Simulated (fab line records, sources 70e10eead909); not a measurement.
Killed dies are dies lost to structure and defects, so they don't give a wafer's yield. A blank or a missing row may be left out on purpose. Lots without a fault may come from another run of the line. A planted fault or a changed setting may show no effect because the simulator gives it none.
Tool commonality check | flow nand_harc | 1 lot, 3 wafers sampled

WHY IT WAS OPENED
At NHARC_END_SORT_01 the reading killed_dies is flagged on 1 of 1 lot. Wafers without a fault read 67, standard deviation 17.
Rule: a lot is flagged when every wafer of it that has a number lies more than 4 standard deviations from that mean, or none has a number. The other lots count as sound.

lot  | measured     | on        | killed_dies, wafer by wafer | flag
L154 | day 29 04:18 | prober-02 | 677 677 677                 | FLAGGED
The numbers of the flagged lots are 677 on average: +610 against the usual, or +36 standard deviations.

WHICH TOOL RAN EACH LOT
The record holds 3 process steps before the reading, out of a route of 1302 steps. In each cell: the tool, then ch and the chambers that the sampled wafers went through, then the start.
lot  | flag    | NHARC_A_STAIRCASE_CVD_552   | NHARC_THIN_TSV_STRIP_62 | NHARC_THIN_TSV_DEGAS_53
L154 | FLAGGED | lpcvd-01 ch 0, day 22 08:00 | no row                  | no row
What these steps do:
- NHARC_A_STAIRCASE_CVD_552: deposits SiNx, target thk 40 nm.
- NHARC_THIN_TSV_STRIP_62: strips in N2/H2, time 20 s.
- NHARC_THIN_TSV_DEGAS_53: time 60 s.
- NHARC_END_SORT_01

FLAGGED OVER TOTAL, TOOL BY TOOL (the gauges that took the reading come last)
step                      | tool      | lots run | flagged | share of the flagged lots | sound lots run after its first flagged lot
NHARC_A_STAIRCASE_CVD_552 | lpcvd-01  | 1        | 1       | all                       | 0
NHARC_END_SORT_01         | prober-02 | 1        | 1       | all                       | 0

WHAT THE TABLE ALLOWS
2 rows of the table ran every flagged lot: lpcvd-01 at NHARC_A_STAIRCASE_CVD_552, prober-02 at NHARC_END_SORT_01.
- lpcvd-01 at NHARC_A_STAIRCASE_CVD_552: 1 of its 1 lot flagged. It ran no sound lot before its first flagged lot in this sample, so the start can't be narrowed down.
- prober-02 at NHARC_END_SORT_01: 1 of its 1 lot flagged. It ran no sound lot before its first flagged lot in this sample, so the start can't be narrowed down.
Counting lots can't tell these 2 tools apart, because each fits a fault that began at some hour. More lots, or a look at what each step does to the wafer, might.

WHAT THE SIMULATOR HAD PUT IN
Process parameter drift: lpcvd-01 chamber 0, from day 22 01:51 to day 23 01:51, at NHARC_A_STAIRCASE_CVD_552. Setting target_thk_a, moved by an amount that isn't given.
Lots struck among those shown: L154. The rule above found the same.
